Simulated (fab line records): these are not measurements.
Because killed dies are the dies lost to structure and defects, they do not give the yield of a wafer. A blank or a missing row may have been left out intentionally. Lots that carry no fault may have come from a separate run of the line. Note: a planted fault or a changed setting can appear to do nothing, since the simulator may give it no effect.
Chamber matching || flow n5_finfet || N5_BEOL_M15_ETCH_57 on rie_diel-01 has 4 sister chambers
The step etches SOC in N2/H2, time 750 s. 4 wafers are shown with their chamber, then 9 later ones without.

WAFERS WITH THEIR CHAMBER
{"wafer": "L080.2", "chamber": 2, "showerhead_plenum_p_Torr (Torr)": 2.55}
{"wafer": "L082.2", "chamber": 3, "showerhead_plenum_p_Torr (Torr)": 2.32}
{"wafer": "L082.3", "chamber": 0, "showerhead_plenum_p_Torr (Torr)": 2.56}
{"wafer": "L082.4", "chamber": 1, "showerhead_plenum_p_Torr (Torr)": 2.62}

WAFERS WITH NO CHAMBER GIVEN
{"wafer": "L088.3", "showerhead_plenum_p_Torr (Torr)": 2.32}
{"wafer": "L088.4", "showerhead_plenum_p_Torr (Torr)": 2.56}
{"wafer": "L088.6", "showerhead_plenum_p_Torr (Torr)": 2.32}
{"wafer": "L094.2", "showerhead_plenum_p_Torr (Torr)": 2.32}
{"wafer": "L094.4", "showerhead_plenum_p_Torr (Torr)": 2.55}
{"wafer": "L094.5", "showerhead_plenum_p_Torr (Torr)": 2.55}
{"wafer": "L097.4", "showerhead_plenum_p_Torr (Torr)": 2.61}
{"wafer": "L097.5", "showerhead_plenum_p_Torr (Torr)": 2.54}
{"wafer": "L097.6", "showerhead_plenum_p_Torr (Torr)": 2.31}

EACH ONE'S CHAMBER
{"wafer": "L088.3", "from the rows above": 3, "in truth": 3}
{"wafer": "L088.4", "from the rows above": "can't be placed: 0 or 2", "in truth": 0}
{"wafer": "L088.6", "from the rows above": 3, "in truth": 3}
{"wafer": "L094.2", "from the rows above": 3, "in truth": 3}
{"wafer": "L094.4", "from the rows above": "can't be placed: 2 or 0", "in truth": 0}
{"wafer": "L094.5", "from the rows above": "can't be placed: 2 or 0", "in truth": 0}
{"wafer": "L097.4", "from the rows above": 1, "in truth": 1}
{"wafer": "L097.5", "from the rows above": "can't be placed: 2 or 0", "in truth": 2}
{"wafer": "L097.6", "from the rows above": 3, "in truth": 3}
Placed correctly: 5 of 9. These rows do not allow placing 4 (true chamber among the candidates in 4). Wrongly placed: 0.
How it was worked out, from the rows above alone: a wafer's distance from a chamber is the root of the sum, over the readings, of the square of ((its reading less the chamber's mean) divided by the reading's scatter). If the next closest chamber is less than 2 further off than the closest, the wafer can't be placed; otherwise it belongs to the closest. The mean given for a chamber averages the wafers shown for that chamber. The scatter (one wafer shown for each chamber): square how far every hidden wafer sits from the nearest shown wafer, average those squares and take the square root.
